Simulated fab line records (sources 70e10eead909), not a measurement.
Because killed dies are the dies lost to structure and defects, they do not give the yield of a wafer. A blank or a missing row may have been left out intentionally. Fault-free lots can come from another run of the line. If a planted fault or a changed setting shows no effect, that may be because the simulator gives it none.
fab line records    flow nandHarc
record lots=15  wafers=45  lastDay=25
route steps=1159 shown A_M1@1047 A_BONDPAD@1060
lots that met no fault: from a run of the same line without faults
startH: the number of hours between the record's first day and the start of the first shown wafer of the lot    waitH: hours from the lot's prior step to this one    " the same as in the row above    L1.1+2: a row that stands for several wafers    - either no value or no given start    * or withheld: withheld    < > ~ a bound
route shown NAME@n: NAME is a module with steps in the file, n the number in the route of the first one    usual: mean/standard deviation of fault-free wafers    same: alike in all rows    chamber/n: place in a boat    sites: each site's reading    _std_site: the standard deviation of these    _edge_site: outer sites' mean less inner sites'    radiusMm: for every site, how far away it sits from the centre of the wafer    mask NAME#n: copy n    behind: tool/chamber where the wafer was last shaped    hold: why the lot was held/for how many hours/how that ended    device: which transistor (n, p or np) failed to switch    end of line: the same wafers' tests at the end of the route    where a step has no rows: the recipe by itself    killed: dies lost to structure and defects at the first sort, not the wafer's yield    map: a wafer's dies, x killed, . not, _ none there
set.NAME: the setting as run; set.NAME@STEP: as run at that earlier step    model.NAME: the simulator's own value behind a step, which no gauge read
the route's steps for a sample of lots (tables are steps, rows are wafers)
services: when a tool's chamber went out of use (startH, in hours from the record's first day, below 0 if earlier), for how many hours, and the reason
## steps
# step NHARC_A_M1_PRE_CLEAN_30
# recipe timeS=30  tempC=280  gas=H2/He
# usual heaterPowerW=398/36
lot.wafer  tool           chamber  startH  waitH  heaterPowerW
L913.1     pvdSputter-02  -        -       -      365
L913.3     "              -        "       "      414
L913.6     "              -        "       "      416
L916.2     pvdSputter-03  -        -       -      373
L916.3     "              -        "       "      378
L916.5     "              -        "       "      374
L912.2     pvdSputter-03  -        -       -      363
L912.1     "              -        "       "      383
L912.5     "              -        "       "      368
L917.3     pvdSputter-02  -        -       -      432
L917.4     "              -        "       "      368
L917.5     "              -        "       "      382
L914.3     pvdSputter-01  -        -       -      415
L914.2     "              -        "       "      450
L914.5     "              -        "       "      379
L918.4     pvdSputter-01  -        -       -      384
L918.1     "              -        "       "      474
L918.6     "              -        "       "      435
L919.1     pvdSputter-01  -        -       -      398
L919.5     "              -        "       "      410
L919.6     "              -        "       "      472
L920.2     pvdSputter-02  -        -       -      418
L920.4     "              -        "       "      437
L920.6     "              -        "       "      416
L923.3     pvdSputter-01  -        -       -      382
L923.1     "              -        "       "      432
L923.6     "              -        "       "      404
L922.3     pvdSputter-01  -        -       -      458
L922.1     "              -        "       "      376
L922.2     "              -        "       "      407
L930.4     pvdSputter-01  -        -       -      387
L930.3     "              -        "       "      458
L930.5     "              -        "       "      387
L931.2     pvdSputter-03  -        -       -      372
L931.4     "              -        "       "      407
L931.5     "              -        "       "      364
L934.3     pvdSputter-02  -        -       -      424
L934.4     "              -        "       "      376
L934.6     "              -        "       "      421
L932.3     pvdSputter-01  -        -       -      426
L932.1     "              -        "       "      424
L932.2     "              -        "       "      473
L935.3     pvdSputter-03  -        -       -      399
L935.5     "              -        "       "      354
L935.6     "              -        "       "      357
# step NHARC_A_BONDPAD_CMP_29
# recipe targetThkNm=200  material=SiCN
# usual motorCurrentA=11.4/1  slurryFilterDpKPa=13.51/0.14
lot.wafer  tool    chamber  startH  waitH  motorCurrentA  slurryFilterDpKPa
L913.1     cmp-01  0        409.02  -      12.4           13.36
L913.3     "       1        "       "      11.2           13.69
L913.6     "       2        "       "      12.6           13.33
L916.3     cmp-01  2        413.45  -      12.6           13.47
L916.2     "       3        "       "      11.2           13.65
L916.5     "       0        "       "      11.9           13.41
L912.1     cmp-01  2        415.91  -      13.3           13.88
L912.2     "       3        "       "      11.1           13.34
L912.5     "       3        "       "      10.9           13.44
L917.3     cmp-01  2        418.27  -      12.5           13.43
L917.4     "       0        "       "      11.8           13.47
L917.5     "       2        "       "      12.7           13.55
L914.2     cmp-03  0        421.42  -      11.3           13.42
L914.3     "       3        "       "      10.6           13.32
L914.5     "       0        "       "      11.3           13.57
L918.4     cmp-03  2        433.02  -      10.5           13.55
L918.1     "       3        "       "      11.1           13.68
L918.6     "       2        "       "      11.8           13.39
L919.1     cmp-02  0        437.88  -      10.5           13.61
L919.6     "       1        "       "      11.0           13.63
L919.5     "       2        "       "      13.0           13.54
L920.4     cmp-02  0        453.97  -      10.4           13.64
L920.2     "       3        "       "      10.6           13.56
L920.6     "       1        "       "      10.6           13.48
L923.1     cmp-02  0        464.83  -      10.2           13.42
L923.3     "       2        "       "      13.5           13.64
L923.6     "       1        "       "      10.3           13.53
L922.1     cmp-01  1        466.15  -      10.9           13.38
L922.2     "       3        "       "      11.0           13.45
L922.3     "       0        "       "      11.6           13.58
L930.4     cmp-01  3        516.61  -      11.0           13.73
L930.3     "       1        "       "      11.3           13.35
L930.5     "       3        "       "      11.0           13.40
L931.4     cmp-02  2        517.14  -      13.0           13.62
L931.2     "       3        "       "      10.9           13.38
L931.5     "       0        "       "      10.2           13.40
L934.3     cmp-02  2        530.53  -      13.3           13.71
L934.4     "       1        "       "      10.5           13.48
L934.6     "       3        "       "      11.3           13.38
L932.2     cmp-02  1        536.36  -      10.6           13.40
L932.1     "       2        "       "      13.3           13.37
L932.3     "       3        "       "      10.5           13.47
L935.3     cmp-01  2        558.43  -      13.2           13.89
L935.5     "       0        "       "      11.1           13.42
L935.6     "       1        "       "      11.3           13.51
# step NHARC_A_BONDPAD_EXPOSE_06
# recipe na=0.55  doseMj=36.99  maskId=A_BPAD
# usual exposureDoseMJCm2=36.95/0.043  focusOffsetNm=0.0/0.52
lot.wafer  tool           chamber  startH  waitH  mask      exposureDoseMJCm2  focusOffsetNm
L913.1     krfScanner-02  0        409.66  -      A_BPAD#0  36.94              -0.1
L913.3     "              0        "       "      A_BPAD#0  36.98              0.9
L913.6     "              0        "       "      A_BPAD#0  36.97              -0.3
L916.2     krfScanner-04  0        414.15  -      A_BPAD#0  36.96              -0.1
L916.3     "              0        "       "      A_BPAD#0  36.98              0.4
L916.5     "              0        "       "      A_BPAD#0  36.97              0.4
L912.1     krfScanner-02  0        416.45  -      A_BPAD#0  37.04              -1.3
L912.2     "              0        "       "      A_BPAD#0  37.04              -0.9
L912.5     "              0        "       "      A_BPAD#0  37.08              -0.5
L917.3     krfScanner-02  0        418.83  -      A_BPAD#0  37.00              0.2
L917.4     "              0        "       "      A_BPAD#0  37.04              -0.3
L917.5     "              0        "       "      A_BPAD#0  37.00              0.0
L914.2     krfScanner-01  0        422.09  -      A_BPAD#0  36.88              -0.8
L914.3     "              0        "       "      A_BPAD#0  36.89              -1.3
L914.5     "              0        "       "      A_BPAD#0  36.83              0.3
L918.1     krfScanner-02  0        433.68  -      A_BPAD#0  36.91              0.7
L918.4     "              0        "       "      A_BPAD#0  36.97              0.6
L918.6     "              0        "       "      A_BPAD#0  36.96              0.9
L919.1     krfScanner-01  0        438.47  -      A_BPAD#0  36.87              0.0
L919.5     "              0        "       "      A_BPAD#0  36.91              0.0
L919.6     "              0        "       "      A_BPAD#0  36.89              0.4
L920.2     krfScanner-02  0        454.65  -      A_BPAD#0  37.02              -0.2
L920.4     "              0        "       "      A_BPAD#0  37.00              1.2
L920.6     "              0        "       "      A_BPAD#0  36.99              0.6
L923.1     krfScanner-01  0        465.37  -      A_BPAD#0  36.95              -0.4
L923.3     "              0        "       "      A_BPAD#0  36.91              0.1
L923.6     "              0        "       "      A_BPAD#0  36.91              -0.5
L922.1     krfScanner-02  0        466.81  -      A_BPAD#0  37.00              0.6
L922.2     "              0        "       "      A_BPAD#0  36.95              0.0
L922.3     "              0        "       "      A_BPAD#0  36.93              0.1
L930.3     krfScanner-04  -        517.13  -      A_BPAD#0  -                  -
L930.4     "              -        "       "      A_BPAD#0  -                  -
L930.5     "              -        "       "      A_BPAD#0  -                  -
L931.2     krfScanner-02  -        517.76  -      A_BPAD#0  -                  -
L931.4     "              -        "       "      A_BPAD#0  -                  -
L931.5     "              -        "       "      A_BPAD#0  -                  -
L934.3     krfScanner-01  0        531.21  -      A_BPAD#0  36.95              -0.1
L934.4     "              0        "       "      A_BPAD#0  36.91              -0.5
L934.6     "              0        "       "      A_BPAD#0  36.93              -0.8
L932.1     krfScanner-01  -        536.88  -      A_BPAD#0  -                  -
L932.2     "              -        "       "      A_BPAD#0  -                  -
L932.3     "              -        "       "      A_BPAD#0  -                  -
L935.3     krfScanner-04  0        559.06  -      A_BPAD#0  36.95              0.4
L935.5     "              0        "       "      A_BPAD#0  36.92              1.0
L935.6     "              0        "       "      A_BPAD#0  36.96              0.3
## services
tool           chamber  startH  hours  kind
krfScanner-01  -        385.75  0.2    repair
cmp-03         -        388.66  2.4    repair
pvdSputter-02  -        393.38  10.0   pm
cmp-02         -        422.34  0.2    repair
cmp-02         -        422.57  4.0    pm
krfScanner-01  -        428.00  4.0    pm
cmp-03         -        450.02  4.0    pm
krfScanner-01  -        452.18  3.7    repair
krfScanner-02  -        459.69  0.2    repair
pvdSputter-03  -        460.78  10.0   pm
krfScanner-04  -        466.33  0.4    repair
cmp-01         -        473.50  4.0    pm
pvdSputter-01  -        479.99  5.9    repair
cmp-03         -        483.92  68.5   repair
krfScanner-04  -        485.88  4.0    pm
krfScanner-01  -        489.05  1.0    repair
pvdSputter-01  -        514.04  10.0   pm
pvdSputter-03  -        516.58  2.3    repair
pvdSputter-03  -        519.29  5.4    repair
cmp-02         -        520.58  4.0    pm
krfScanner-04  -        525.93  7.2    repair
cmp-02         -        528.94  0.9    repair
cmp-01         -        529.46  21.9   repair
krfScanner-02  -        554.00  4.0    pm
## key
firstSign step=NHARC_A_BONDPAD_EXPOSE_06  reading=toolRecord  direction=missing
effect none on later readings
metAt NHARC_A_BONDPAD_EXPOSE_06
struckLots L930,L931,L932
laterRowsLeftOut L930.3,L930.4,L930.5,L931.2,L931.4,L931.5,L932.1,L932.2,L932.3
sortLeftOut L930.3,L930.4,L930.5,L931.2,L931.4,L931.5,L932.1,L932.2,L932.3
notActingAt NHARC_A_M1_PRE_CLEAN_30,NHARC_A_BONDPAD_CMP_29
onsetBetween 466.81 517.13
fault kind=skippedStepWhole  tool=krfScanner-01,krfScanner-02,krfScanner-04  chamber=-  onsetH=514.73  steps=NHARC_A_BONDPAD_EXPOSE_06  scope=struckLotsOnly
# sortLeftOut: the simulated sort isn't trusted on such a fault, so these wafers' sort isn't shown, and their yield isn't known
# laterRowsLeftOut: the simulator's readings of these wafers behind a module that went badly wrong aren't trusted and aren't shown, but for the sort
